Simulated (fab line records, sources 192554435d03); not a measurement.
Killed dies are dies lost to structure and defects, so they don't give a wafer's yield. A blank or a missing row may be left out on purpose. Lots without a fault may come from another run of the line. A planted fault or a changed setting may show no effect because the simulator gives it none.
A struck lot beside a sound one | flow n5_finfet | 14 steps out of a route of 1938
Sound: wafers L523.1, L523.2, L523.4. Struck: wafers L513.1, L513.5, L513.6. The cause comes at the end.
At each step with rows: each side's tool, then ch and its chambers, then its first start. Under that, the readings that differ: sound wafers | struck wafers | difference of the means | sigmas: that difference in standard deviations of wafers without a fault.
alike: readings whose means differ by less than 2 such deviations, and words and numbers that are the same on both sides. not compared: withheld readings, readings that some wafer has no value for, bounds like >300 that may hide the same value, and numbers for which the record gives no deviation and whose values overlap.
The two part at a step that has a row with sigmas, a row that says differs or no value, or rows on one side only. Numbers that don't overlap but have no deviation are shown without sigmas and don't part them. A reading that every wafer of one side lacks parts them only if that side has two wafers or more.

N5_BEOL_M12_ETCH_59: etches BARC in N2/H2, target depth 89 nm, overetch 26.7 nm, time 67.9 s.
  sound on rie_diel-04 ch 1,2,3, day 18 04:45; struck on rie_diel-04 ch 0,1,2, day 14 09:01
  alike: bias_w, drypump_motor_current_A, oes_product_au, rf_vpp_V, showerhead_plenum_p_Torr, throttle_valve_pct
  not compared: rf_hours_counter_h
N5_BEOL_M12_VIA_ETCH_16: etches SiOC in C4F8/O2/Ar, target depth 724.8 nm.
  sound on rie_diel-04 ch 1,2,3, day 18 04:48; struck on rie_diel-04 ch 0,1,2, day 14 09:04
  alike: bias_w, drypump_motor_current_A, mfc_ar_sccm, oes_product_au, rf_vpp_V, showerhead_plenum_p_Torr, throttle_valve_pct
N5_BEOL_M12_STRIP_63: strips in N2/H2.
  sound on plasma_asher-02 ch 0,1, day 18 05:00; struck on plasma_asher-01 ch 0,1, day 14 09:16
  alike: drypump_motor_current_A, heater_power_w, oes_product_au, strip_time_to_endpoint_s
  not compared: rf_hours_counter_h
N5_BEOL_M12_STRIP_64: strips in N2/H2.
  sound on plasma_asher-02 ch 0,1, day 18 05:04; struck on plasma_asher-01 ch 0,1, day 14 09:20
  alike: drypump_motor_current_A, heater_power_w, oes_product_au, strip_time_to_endpoint_s
  not compared: rf_hours_counter_h
then, 2 steps without rows for these wafers: N5_BEOL_M12_STRIP_71 (strips in post etch residue remover, time 60 s); N5_BEOL_M12_SRD_72 (time 30 s, dry time 30 s).
N5_BEOL_M12_CD_MEAS_17: target cd 140 nm.
  sound on cd_sem-02, day 18 05:13; struck on cd_sem-03, day 14 09:28
  alike: cd_nm
then, 5 steps without rows for these wafers: N5_BEOL_M12_COAT_65 (time 60 s, resist thk 300 nm); N5_BEOL_M12_COAT_66 (time 60 s, resist thk 110 nm); N5_BEOL_M12_COAT_22 (resist thk 300 nm); N5_BEOL_M12_EBR_24; N5_BEOL_M12_SOFTBAKE_23 (time 60 s).
N5_BEOL_M12_EXPOSE_25: exposes mask M12.
  sound on krf_scanner-01 ch 0, day 18 05:22; struck on krf_scanner-02, day 14 09:38
  no value came back on the struck wafers for exposure_dose_mJ_cm2, focus_offset_nm (nm), na; on the sound wafers exposure_dose_mJ_cm2 reads 21.784 21.804 21.784
  alike: mask
then, 1 step without rows for these wafers: N5_BEOL_M12_PEB_26 (peb time 90 s).

WHERE THEY PART
Only at N5_BEOL_M12_EXPOSE_25, within this record.

WHY: what the simulator had put in
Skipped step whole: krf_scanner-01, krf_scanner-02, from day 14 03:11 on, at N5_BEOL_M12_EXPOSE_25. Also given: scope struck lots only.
